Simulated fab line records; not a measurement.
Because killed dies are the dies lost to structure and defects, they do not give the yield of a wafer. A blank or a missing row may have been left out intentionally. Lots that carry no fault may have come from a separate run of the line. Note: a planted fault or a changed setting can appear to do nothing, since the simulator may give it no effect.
A struck lot beside a sound one -- flow n5-finfet -- 36 out of 1938 route steps
Sound: these wafers, L283.3, L283.4, L283.6. The struck wafers were L280.4, L280.5, L280.6. The cause comes at the end.
For every step that has rows: the tool of each side, followed by ch and its chambers, followed by its first start. Under that, the readings that differ: sound wafers -- struck wafers -- difference of the means -- sigmas: that difference in standard deviations of wafers without a fault.
alike: same words and numbers on both sides, and readings whose means sit less than 2 such deviations apart. not compared: any withheld reading, any reading some wafer has no value for, any bound like >300 that may hide the same value, and any number with overlapping values for which the record gives no deviation.
Wherever a step has rows on one side only, a row that says differs or no value, or a row with sigmas, the two part there. When numbers do not overlap yet have no deviation, they are printed without sigmas and do not part them. A reading missing from all wafers of one side parts the sides only when that side holds two or more wafers.

first, 9 steps without rows for these wafers: N5_WELL_APT_COAT_02 (resist thk 950 nm); N5_WELL_APT_EBR_04; N5_WELL_APT_SOFTBAKE_03 (time 60 s); N5_WELL_APT_EXPOSE_05 (exposes mask NWELL, defocus 0 nm, target cd 200 nm); N5_WELL_APT_PEB_06 (peb time 90 s); N5_WELL_APT_DEVELOP_07 (develop time 45 s); N5_WELL_APT_HARDBAKE_12 (time 120 s); N5_WELL_APT_DESCUM_13 (chemistry O2, time 7.9 s); N5_WELL_APT_IMPLANT_14.
N5_WELL_APT_IMPLANT_15:
  sound on implanter-01 ch 0, day 6 08:21; struck on implanter-02 ch 0, day 5 14:22
reading,sound,struck,difference,sigmas
dose-ions-cm2,1.5008e+13 1.5014e+13 1.499e+13,1.0929e+13 1.0938e+13 1.0934e+13,-4.0703e+12,-99 or more
faraday-current-uA,183 188 184,140 141 143,-44,-11
then, 25 steps without rows for these wafers: N5_WELL_APT_STRIP_16 (strips in SPM, time 900 s); N5_WELL_APT_HMDS_18 (time 60 s); N5_WELL_APT_COAT_19 (resist thk 950 nm); N5_WELL_APT_EBR_21; N5_WELL_APT_SOFTBAKE_20 (time 60 s); N5_WELL_APT_EXPOSE_22 (exposes mask PWELL, defocus 0 nm, target cd 200 nm); N5_WELL_APT_PEB_23 (peb time 90 s); N5_WELL_APT_DEVELOP_24 (develop time 45 s); N5_WELL_APT_HARDBAKE_29 (time 120 s); N5_WELL_APT_DESCUM_30 (chemistry O2, time 7.9 s); N5_WELL_APT_IMPLANT_31; N5_WELL_APT_IMPLANT_32; N5_WELL_APT_STRIP_33 (strips in SPM, time 900 s); N5_WELL_APT_RTA_34 (time 10 s); N5_WELL_APT_OXIDE_STRIP_42 (strips SiO2 in dHF, time 45 s, target depth 12 nm); N5_WELL_APT_PRECLEAN_36 (cleans in O3/DIW, time 45 s); N5_WELL_APT_PRECLEAN_39 (cleans in dHF, time 60 s); N5_WELL_APT_SRD_37 (time 30 s); N5_WELL_APT_EPI_41 (deposits Si from SiH4/H2, target thk 50 nm, time 297.7 s); N5_PMOS_HMC_CHANNEL_EPI_HM_DEP_34 (deposits SiO2 from TEOS/O2, target thk 36 nm, time 6.9 s); N5_PMOS_HMC_CHANNEL_EPI_COAT_31 (time 60 s, resist thk 66 nm); N5_PMOS_HMC_CHANNEL_EPI_COAT_03 (resist thk 205 nm); N5_PMOS_HMC_CHANNEL_EPI_EBR_05; N5_PMOS_HMC_CHANNEL_EPI_SOFTBAKE_04 (time 60 s); N5_PMOS_HMC_CHANNEL_EPI_EXPOSE_06 (exposes mask PMOS HMC BLK, target cd 240 nm).
-- record jumps: 7 days separate the struck wafers' starts on either side; left off in module PMOS_HMC_CHANNEL_EPI, taken up again in module BEOL_M4, whose first shown step is the route's number 1111 --
N5_BEOL_M4_RC_MEAS_101:
  sound on prober-01 ch 0, day 12 22:47; struck on prober-02 ch 0, day 12 05:38
reading,sound,struck,difference,sigmas
CJ_P,5.97 5.96 5.86,5.03 4.97 4.96,-0.94,-10
  alike: DIBL_N, DIBL_P, IOFF_N, IOFF_P, ION_N, ION_P, SS_N, SS_P, VT_N, VT_P

== WHERE THEY PART ==
Earliest at N5_WELL_APT_IMPLANT_15; latest, in this record, at N5_BEOL_M4_RC_MEAS_101.

WHY: whatever the simulator had introduced
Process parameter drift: implanter-02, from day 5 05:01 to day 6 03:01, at N5_WELL_APT_IMPLANT_15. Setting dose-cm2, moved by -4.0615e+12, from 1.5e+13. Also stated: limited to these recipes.
